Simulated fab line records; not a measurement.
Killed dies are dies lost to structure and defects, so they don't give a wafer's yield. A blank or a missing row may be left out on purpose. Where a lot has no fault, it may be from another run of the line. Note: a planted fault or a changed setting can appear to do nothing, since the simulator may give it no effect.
Matching of chambers -- flow n5 finfet -- N5_BEOL_M11_STRIP_36 on rie diel-03 has 4 sister chambers
The step strips in N2/H2. 4 wafers are shown with their chamber, then 9 later ones without.

== WAFERS PAIRED WITH THEIR CHAMBERS ==
wafer,chamber,drypump motor current A (A)
L081.6,0,6.5
L089.1,1,4.7
L089.3,2,5.2
L089.5,3,6.4

== WAFERS MISSING THEIR CHAMBER ==
wafer,drypump motor current A (A)
L092.1,6.4
L092.2,6.5
L092.3,5.2
L091.2,6.6
L091.4,4.7
L091.6,4.7
L093.2,5.2
L093.4,6.5
L093.5,6.5

== WHICH CHAMBER EACH WENT THROUGH ==
wafer,from the rows above,in truth
L092.1,3,3
L092.2,0,0
L092.3,2,2
L091.2,0,0
L091.4,1,1
L091.6,1,1
L093.2,2,2
L093.4,0,0
L093.5,0,0
9 of 9 placed correctly. From these rows, 0 cannot be placed. Number placed wrongly: 0.
How it was worked out, from the rows above alone: a wafer's distance from a chamber is the root of the sum, over the readings, of the square of ((its reading less the chamber's mean) divided by the reading's scatter). If the next closest chamber is less than 2 further off than the closest, the wafer can't be placed; otherwise it belongs to the closest. A chamber's mean is the mean of its shown wafers. The scatter: root of mean squared gap, hidden wafer to nearest shown wafer, with one shown wafer a chamber.
